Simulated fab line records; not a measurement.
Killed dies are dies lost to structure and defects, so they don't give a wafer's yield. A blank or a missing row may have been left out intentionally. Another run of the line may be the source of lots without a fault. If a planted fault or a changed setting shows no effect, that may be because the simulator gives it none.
fab line records | flow n5_finfet
[record] lots = 11 | wafers = 33 | last_day = 17
route steps=1938 shown ZERO_LAYER@19 WELL_APT@33 BEOL_M4@1111
lots that met no fault: from a run of the same line without faults
start_h: hours from the record's opening day to when the first of the lot's shown wafers began | wait_h: time in hours since the lot's previous step | " same as the row above | L1.1+2: several wafers, shown together as one row | - either no value or no given start | * or withheld: withheld | < > ~ a bound
route shown NAME@n: NAME is a module with steps in the file, n the number in the route of the first one | usual: average and standard deviation across the fault-free wafers | same: alike in all rows | chamber/n: place in a boat | sites: per-site readings | _std_site: the values' standard deviation | _edge_site: outer sites' mean less inner sites' | radius_mm: for every site, how far away it sits from the centre of the wafer | mask NAME#n: copy n | behind: tool/chamber where the wafer was last shaped | hold: what put the lot on hold/how long, in hours/how the hold closed | device: the n, p or np transistor that did not switch | end of line: tests of these same wafers at the route's end | a step with no rows: only its recipe | killed: count of dies lost to structure and defects at first sort (not the wafer's yield) | map: a wafer's dies, marking killed ones x, the rest . and places with no die _
set.NAME: the setting as run; set.NAME@STEP: as run at that earlier step | model.NAME: the simulator's own value behind a step, which no gauge read
the route's steps for a sample of lots (tables are steps, rows are wafers)
services: from which hour (start_h, from the record's first day; less than 0 if before it) a tool's chamber was out of use, for how many hours, and why
[[steps]]
[step N5_ZERO_LAYER_INSPECT_20]
[recipe] inspect_instrument = darkfield | mode = post_clean
[usual] raw_defect_count = 33/16
lot.wafer | tool              | chamber | start_h | wait_h | raw_defect_count
L267.1    | defect_inspect-01 | -       | 31.58   | 0.0    | 21
L267.4    | "                 | -       | "       | "      | 35
L267.6    | "                 | -       | "       | "      | 35
L268.1    | defect_inspect-02 | -       | 37.26   | 0.0    | 16
L268.2    | "                 | -       | "       | "      | 29
L268.3    | "                 | -       | "       | "      | 38
L269.2    | defect_inspect-01 | -       | 43.25   | 0.0    | 16
L269.3    | "                 | -       | "       | "      | 59
L269.5    | "                 | -       | "       | "      | 68
L270.1    | defect_inspect-01 | -       | 49.25   | 0.0    | 41
L270.2    | "                 | -       | "       | "      | 43
L270.6    | "                 | -       | "       | "      | 43
L271.2    | defect_inspect-02 | -       | 55.25   | 0.0    | 40
L271.4    | "                 | -       | "       | "      | 32
L271.5    | "                 | -       | "       | "      | 13
L272.3    | defect_inspect-01 | -       | 61.69   | 0.0    | 27
L272.4    | "                 | -       | "       | "      | 37
L272.5    | "                 | -       | "       | "      | 28
L279.1    | defect_inspect-02 | -       | 103.28  | 0.0    | 18
L279.3    | "                 | -       | "       | "      | 24
L279.4    | "                 | -       | "       | "      | 16
L280.1    | defect_inspect-01 | -       | 109.25  | 0.0    | 37
L280.2    | "                 | -       | "       | "      | 45
L280.3    | "                 | -       | "       | "      | 54
L284.2    | defect_inspect-02 | -       | 133.38  | 0.0    | 22
L284.3    | "                 | -       | "       | "      | 11
L284.5    | "                 | -       | "       | "      | 39
L285.2    | defect_inspect-01 | -       | 139.60  | 0.0    | 24
L285.4    | "                 | -       | "       | "      | 49
L285.6    | "                 | -       | "       | "      | 40
L287.1    | defect_inspect-01 | -       | 151.40  | 0.0    | 23
L287.2    | "                 | -       | "       | "      | 21
L287.4    | "                 | -       | "       | "      | 21
[step N5_WELL_APT_IMPLANT_15]
[recipe] species = As | energy_kev = 25 | dose_cm2 = 1.5e+13 | tilt_deg = 0 | rotation_deg = 0
[usual] dose_ions_cm2 = 1.5e+13/1.7e+10 | faraday_current_uA = 190/3.9
lot.wafer | tool         | chamber | start_h | wait_h | dose_ions_cm2 | faraday_current_uA
L267.1    | implanter-01 | 0       | 32.58   | 0.1    | 1.4979e+13    | 186
L267.4    | "            | 0       | "       | "      | 1.5003e+13    | 188
L267.6    | "            | 0       | "       | "      | 1.4986e+13    | 191
L268.1    | implanter-02 | 0       | 38.24   | 0.1    | 1.5021e+13    | 192
L268.2    | "            | 0       | "       | "      | 1.5034e+13    | 189
L268.3    | "            | 0       | "       | "      | 1.5027e+13    | 186
L269.2    | implanter-01 | 0       | 43.95   | 0.1    | 1.4995e+13    | 187
L269.3    | "            | 0       | "       | "      | 1.4993e+13    | 192
L269.5    | "            | 0       | "       | "      | 1.5001e+13    | 189
L270.1    | implanter-01 | 0       | 50.23   | 0.1    | 1.4989e+13    | 184
L270.2    | "            | 0       | "       | "      | 1.5004e+13    | 190
L270.6    | "            | 0       | "       | "      | 1.5014e+13    | 187
L271.2    | implanter-02 | 0       | 56.08   | 0.1    | 1.4987e+13    | 185
L271.4    | "            | 0       | "       | "      | 1.4997e+13    | 187
L271.5    | "            | 0       | "       | "      | 1.4979e+13    | 190
L272.3    | implanter-01 | 0       | 62.42   | 0.1    | 1.5009e+13    | 191
L272.4    | "            | 0       | "       | "      | 1.4981e+13    | 184
L272.5    | "            | 0       | "       | "      | 1.5001e+13    | 189
L279.1    | implanter-02 | 0       | 104.08  | 0.1    | 1.0947e+13    | 139
L279.3    | "            | 0       | "       | "      | 1.0946e+13    | 137
L279.4    | "            | 0       | "       | "      | 1.0921e+13    | 139
L280.1    | implanter-02 | 0       | 110.28  | 0.1    | 1.0947e+13    | 134
L280.2    | "            | 0       | "       | "      | 1.0969e+13    | 141
L280.3    | "            | 0       | "       | "      | 1.0941e+13    | 140
L284.2    | implanter-01 | 0       | 134.20  | 0.1    | 1.5011e+13    | 192
L284.3    | "            | 0       | "       | "      | 1.4998e+13    | 191
L284.5    | "            | 0       | "       | "      | 1.503e+13     | 191
L285.2    | implanter-01 | 0       | 140.42  | 0.1    | 1.5026e+13    | 193
L285.4    | "            | 0       | "       | "      | 1.4985e+13    | 187
L285.6    | "            | 0       | "       | "      | 1.5011e+13    | 197
L287.1    | implanter-01 | 0       | 152.07  | 0.1    | 1.5006e+13    | 189
L287.2    | "            | 0       | "       | "      | 1.4993e+13    | 197
L287.4    | "            | 0       | "       | "      | 1.5008e+13    | 185
[step N5_WELL_APT_CD_MEAS_25]
[recipe] target_cd_nm = 200 | landing_energy_ev = 500 | detector = se_inlens
[usual] cd_nm = 200.0/1.5
[same] landing_energy_ev = 500
lot.wafer | tool      | chamber | start_h | wait_h | cd_nm
L267.1    | cd_sem-01 | 0       | 33.35   | -      | 202.3
L267.4    | "         | 0       | "       | "      | 201.0
L267.6    | "         | 0       | "       | "      | 201.8
L268.1    | cd_sem-02 | 0       | 39.13   | -      | 198.3
L268.2    | "         | 0       | "       | "      | 199.2
L268.3    | "         | 0       | "       | "      | 200.3
L269.2    | cd_sem-02 | 0       | 44.80   | -      | 197.3
L269.3    | "         | 0       | "       | "      | 200.4
L269.5    | "         | 0       | "       | "      | 200.8
L270.1    | cd_sem-02 | 0       | 51.13   | -      | 198.4
L270.2    | "         | 0       | "       | "      | 198.8
L270.6    | "         | 0       | "       | "      | 198.2
L271.2    | cd_sem-02 | 0       | 56.80   | -      | 201.3
L271.4    | "         | 0       | "       | "      | 200.7
L271.5    | "         | 0       | "       | "      | 201.3
L272.3    | cd_sem-01 | 0       | 63.24   | -      | 199.5
L272.4    | "         | 0       | "       | "      | 198.6
L272.5    | "         | 0       | "       | "      | 198.7
L279.1    | cd_sem-02 | 0       | 104.99  | -      | 200.7
L279.3    | "         | 0       | "       | "      | 202.2
L279.4    | "         | 0       | "       | "      | 201.9
L280.1    | cd_sem-02 | 0       | 111.18  | -      | 197.6
L280.2    | "         | 0       | "       | "      | 199.4
L280.3    | "         | 0       | "       | "      | 198.3
L284.2    | cd_sem-02 | 0       | 135.05  | -      | 200.8
L284.3    | "         | 0       | "       | "      | 200.8
L284.5    | "         | 0       | "       | "      | 201.6
L285.2    | cd_sem-02 | 0       | 141.27  | -      | 200.3
L285.4    | "         | 0       | "       | "      | 199.7
L285.6    | "         | 0       | "       | "      | 198.4
L287.1    | cd_sem-03 | 0       | 152.84  | -      | 200.2
L287.2    | "         | 0       | "       | "      | 200.2
L287.4    | "         | 0       | "       | "      | 201.8
[step N5_WELL_APT_OVL_MEAS_26]
[recipe] points_per_wafer = 44
[usual] PWELL_OVL = 1/5.8
lot.wafer | tool       | chamber | start_h | wait_h | PWELL_OVL[nm]
L267.1    | overlay-02 | 0       | 33.38   | 0.0    | 0
L267.4    | "          | 0       | "       | "      | -1
L267.6    | "          | 0       | "       | "      | -3
L268.1    | overlay-02 | 0       | 39.16   | 0.0    | -1
L268.2    | "          | 0       | "       | "      | -3
L268.3    | "          | 0       | "       | "      | 6
L269.2    | overlay-02 | 0       | 44.83   | 0.0    | -6
L269.3    | "          | 0       | "       | "      | 4
L269.5    | "          | 0       | "       | "      | 4
L270.1    | overlay-01 | 0       | 51.16   | 0.0    | 7
L270.2    | "          | 0       | "       | "      | -6
L270.6    | "          | 0       | "       | "      | -6
L271.2    | overlay-02 | 0       | 56.83   | 0.0    | 7
L271.4    | "          | 0       | "       | "      | 11
L271.5    | "          | 0       | "       | "      | 9
L272.3    | overlay-01 | 0       | 63.27   | 0.0    | 8
L272.4    | "          | 0       | "       | "      | 6
L272.5    | "          | 0       | "       | "      | 8
L279.1    | overlay-01 | 0       | 105.02  | 0.0    | 2
L279.3    | "          | 0       | "       | "      | 3
L279.4    | "          | 0       | "       | "      | 7
L280.1    | overlay-01 | 0       | 111.21  | 0.0    | -4
L280.2    | "          | 0       | "       | "      | 1
L280.3    | "          | 0       | "       | "      | -5
L284.2    | overlay-01 | 0       | 135.08  | 0.0    | -1
L284.3    | "          | 0       | "       | "      | -7
L284.5    | "          | 0       | "       | "      | -7
L285.2    | overlay-01 | 0       | 141.30  | 0.0    | 4
L285.4    | "          | 0       | "       | "      | 4
L285.6    | "          | 0       | "       | "      | 12
L287.1    | overlay-01 | 0       | 152.87  | 0.0    | -4
L287.2    | "          | 0       | "       | "      | 1
L287.4    | "          | 0       | "       | "      | -2
[step N5_BEOL_M4_RC_MEAS_101]
[usual] CJ_P = 5.83/0.094 | DIBL_N = 36.3/1.2 | DIBL_P = 36.7/1.5 | IOFF_N = 0.164/0.02 | IOFF_P = 0.214/0.024 | ION_N = 673/8.5 | ION_P = 461/5.9 | SS_N = 71.6/0.44 | SS_P = 73.3/0.55 | VT_N = 249.4/2.4 | VT_P = -250.0/2.3
lot.wafer | tool      | chamber | start_h | wait_h | CJ_P | DIBL_N[mV/V] | DIBL_P[mV/V] | IOFF_N[nA/um] | IOFF_P[nA/um] | ION_N[uA/um] | ION_P[uA/um] | SS_N[mV/dec] | SS_P[mV/dec] | VT_N[mV] | VT_P[mV]
L267.1    | prober-02 | 0       | 174.60  | 0.0    | 5.85 | 37.0         | 37.7         | 0.187         | 0.214         | 688          | 461          | 72.5         | 73.3         | 246.9    | -248.0
L267.4    | "         | 0       | "       | "      | 5.88 | 35.4         | 36.0         | 0.150         | 0.183         | 673          | 456          | 71.9         | 73.1         | 251.1    | -253.8
L267.6    | "         | 0       | "       | "      | 5.86 | 34.7         | 35.2         | 0.138         | 0.173         | 665          | 456          | 71.7         | 72.8         | 250.6    | -253.1
L268.1    | prober-01 | 0       | 188.99  | 0.0    | 5.88 | 36.0         | 36.0         | 0.149         | 0.187         | 658          | 446          | 71.7         | 73.1         | 253.4    | -250.9
L268.2    | "         | 0       | "       | "      | 5.74 | 36.0         | 35.6         | 0.144         | 0.178         | 661          | 452          | 71.4         | 73.0         | 253.4    | -251.6
L268.3    | "         | 0       | "       | "      | 5.83 | 36.9         | 37.8         | 0.173         | 0.210         | 673          | 458          | 72.4         | 73.6         | 250.8    | -251.3
L270.1    | prober-01 | 0       | 203.66  | 0.0    | 5.93 | 36.4         | 36.7         | 0.144         | 0.225         | 652          | 459          | 70.8         | 73.0         | 252.7    | -248.0
L270.2    | "         | 0       | "       | "      | 5.90 | 33.3         | 33.2         | 0.112         | 0.173         | 676          | 465          | 70.8         | 71.9         | 254.2    | -249.8
L270.6    | "         | 0       | "       | "      | 5.74 | 35.5         | 35.5         | 0.134         | 0.205         | 669          | 464          | 71.2         | 72.8         | 252.9    | -250.0
L269.2    | prober-01 | 0       | 205.67  | 0.2    | 5.65 | 37.4         | 37.3         | 0.179         | 0.263         | 691          | 480          | 71.8         | 73.7         | 247.9    | -244.0
L269.3    | "         | 0       | "       | "      | 5.62 | 37.9         | 38.3         | 0.193         | 0.274         | 672          | 466          | 72.1         | 74.0         | 243.3    | -242.7
L269.5    | "         | 0       | "       | "      | 5.78 | 36.1         | 36.5         | 0.152         | 0.238         | 689          | 474          | 71.8         | 73.6         | 246.9    | -246.4
L271.2    | prober-02 | 0       | 225.39  | 0.2    | 5.90 | 34.4         | 35.5         | 0.140         | 0.198         | 668          | 457          | 71.3         | 72.5         | 252.3    | -248.4
L271.4    | "         | 0       | "       | "      | 5.82 | 36.3         | 37.5         | 0.174         | 0.229         | 675          | 464          | 71.7         | 73.4         | 248.8    | -248.3
L271.5    | "         | 0       | "       | "      | 5.93 | 35.7         | 36.6         | 0.159         | 0.215         | 668          | 458          | 71.5         | 73.4         | 250.5    | -249.8
L272.3    | prober-01 | 0       | 234.01  | 0.3    | 5.73 | 36.1         | 37.7         | 0.172         | 0.219         | 683          | 464          | 71.6         | 73.4         | 248.2    | -248.6
L272.4    | "         | 0       | "       | "      | 5.92 | 35.7         | 37.2         | 0.164         | 0.210         | 677          | 464          | 72.1         | 73.6         | 248.6    | -251.2
L272.5    | "         | 0       | "       | "      | 5.87 | 37.2         | 39.5         | 0.199         | 0.248         | 689          | 465          | 72.6         | 75.0         | 244.6    | -247.5
L279.1    | prober-02 | 0       | 259.92  | 0.0    | 4.87 | 36.7         | 37.3         | 0.162         | 0.228         | 672          | 471          | 71.6         | 73.4         | 249.7    | -246.8
L279.3    | "         | 0       | "       | "      | 4.85 | 35.7         | 36.9         | 0.147         | 0.222         | 673          | 467          | 71.1         | 73.3         | 252.8    | -246.6
L279.4    | "         | 0       | "       | "      | 5.01 | 34.9         | 35.9         | 0.131         | 0.199         | 666          | 463          | 71.6         | 73.3         | 253.9    | -246.9
L280.1    | prober-02 | 0       | 269.18  | 0.0    | 4.81 | 36.0         | 36.9         | 0.159         | 0.237         | 679          | 467          | 72.1         | 73.3         | 249.3    | -247.9
L280.2    | "         | 0       | "       | "      | 4.94 | 34.2         | 33.9         | 0.129         | 0.194         | 669          | 463          | 71.5         | 72.7         | 251.4    | -248.3
L280.3    | "         | 0       | "       | "      | 5.00 | 35.2         | 35.0         | 0.141         | 0.198         | 663          | 458          | 71.1         | 72.8         | 250.4    | -251.0
L284.2    | prober-02 | 0       | 286.32  | 0.2    | 5.77 | 38.6         | 37.3         | 0.201         | 0.240         | 679          | 465          | 71.2         | 73.5         | 245.6    | -246.5
L284.3    | "         | 0       | "       | "      | 5.85 | 36.9         | 36.2         | 0.162         | 0.213         | 664          | 454          | 70.9         | 73.0         | 249.2    | -248.0
L284.5    | "         | 0       | "       | "      | 5.68 | 39.0         | 37.4         | 0.196         | 0.229         | 666          | 460          | 71.8         | 73.7         | 246.6    | -249.1
L285.2    | prober-01 | 0       | 300.19  | 0.2    | 5.90 | 36.0         | 36.4         | 0.163         | 0.219         | 675          | 461          | 71.3         | 73.2         | 246.9    | -248.3
L285.4    | "         | 0       | "       | "      | 5.86 | 37.5         | 38.9         | 0.194         | 0.256         | 671          | 460          | 71.9         | 73.7         | 245.0    | -248.7
L285.6    | "         | 0       | "       | "      | 5.89 | 36.9         | 38.2         | 0.180         | 0.244         | 674          | 465          | 71.4         | 73.9         | 247.3    | -248.9
L287.1    | prober-02 | 0       | 307.18  | 0.0    | 5.79 | 36.3         | 38.1         | 0.159         | 0.214         | 680          | 465          | 71.2         | 73.8         | 251.0    | -251.5
L287.2    | "         | 0       | "       | "      | 5.90 | 36.1         | 38.3         | 0.160         | 0.214         | 672          | 465          | 71.2         | 73.3         | 251.5    | -250.7
L287.4    | "         | 0       | "       | "      | 5.93 | 38.6         | 40.1         | 0.200         | 0.258         | 682          | 469          | 72.3         | 74.7         | 247.2    | -249.7
[[services]]
tool         | chamber | start_h | hours | kind
implanter-02 | -       | 18.60   | 6.3   | repair
implanter-02 | -       | 35.86   | 2.1   | repair
implanter-02 | -       | 46.58   | 6.0   | pm
implanter-01 | -       | 53.83   | 6.5   | repair
implanter-01 | -       | 85.67   | 20.5  | pm
implanter-02 | -       | 117.39  | 4.2   | repair
implanter-02 | -       | 147.97  | 2.7   | repair
[[key]]
[first_sign] step = N5_WELL_APT_IMPLANT_15 | reading = dose_ions_cm2 | direction = down | sigmas = 99+ | usual = 1.5e+13 | struck = 1.0945e+13
[effect] step = N5_WELL_APT_IMPLANT_15 | reading = faraday_current_uA | direction = down | sigmas = 13 | usual = 190 | struck = 138
[effect] step = N5_BEOL_M4_RC_MEAS_101 | reading = CJ_P | direction = down | sigmas = 9.7 | usual = 5.83 | struck = 4.91
met_at N5_WELL_APT_IMPLANT_15
struck_lots L279,L280
not_acting_at N5_ZERO_LAYER_INSPECT_20,N5_WELL_APT_CD_MEAS_25,N5_WELL_APT_OVL_MEAS_26
onset_between 56.08 104.08
[fault] kind = process_parameter_drift | tool = implanter-02 | chamber = - | onset_h = 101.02 | steps = N5_WELL_APT_IMPLANT_15 | channel = dose_cm2 | offset = -4.0615e+12 | shape = step | end_h = 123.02 | acts_in = these_recipes_only | stated = 1.5e+13
